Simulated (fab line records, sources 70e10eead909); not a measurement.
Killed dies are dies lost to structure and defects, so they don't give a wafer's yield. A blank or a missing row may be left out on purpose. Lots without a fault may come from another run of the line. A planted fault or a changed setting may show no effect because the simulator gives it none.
Chamber matching | flow nand_harc | NHARC_A_CONTACT_CMP_20 on cmp-03: 4 sister chambers
The step polishes, t overpolish 30 s, target thk 300 nm. 4 wafers are shown with their chamber, then 8 later ones without.

WAFERS WITH THEIR CHAMBER
wafer  | chamber | motor_current_A (A)
L087.5 | 0       | 10.6
L089.1 | 3       | 12.9
L089.6 | 2       | 11.6
L095.3 | 1       | 12.0

WAFERS WITHOUT THEIR CHAMBER
wafer  | motor_current_A (A)
L095.4 | 12.5
L095.5 | 12.4
L096.1 | 11.1
L096.2 | 12.0
L096.6 | 11.5
L097.3 | 11.3
L097.4 | 12.3
L097.6 | 11.2

WHICH CHAMBER EACH WENT THROUGH
wafer  | from the rows above          | in truth
L095.4 | can't be placed: 3 or 1 or 2 | 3
L095.5 | can't be placed: 1 or 3 or 2 | 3
L096.1 | can't be placed: 0 or 2 or 1 | 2
L096.2 | can't be placed: 1 or 2      | 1
L096.6 | can't be placed: 2 or 1      | 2
L097.3 | can't be placed: 2 or 1 or 0 | 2
L097.4 | can't be placed: 1 or 3 or 2 | 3
L097.6 | can't be placed: 2 or 0 or 1 | 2
Placed correctly: 0 of 8. Can't be placed from these rows: 8 (the true chamber is among the candidates in 8). Placed wrongly: 0.
How it was worked out, from the rows above alone: a wafer's distance from a chamber is the root of the sum, over the readings, of the square of ((its reading less the chamber's mean) divided by the reading's scatter). The wafer belongs to the nearest chamber; if the next one is less than 2 further off, it can't be placed. A chamber's mean is the mean of its shown wafers. The scatter: with one shown wafer a chamber, the root of the mean of the squares of how far each hidden wafer lies from its nearest shown one.
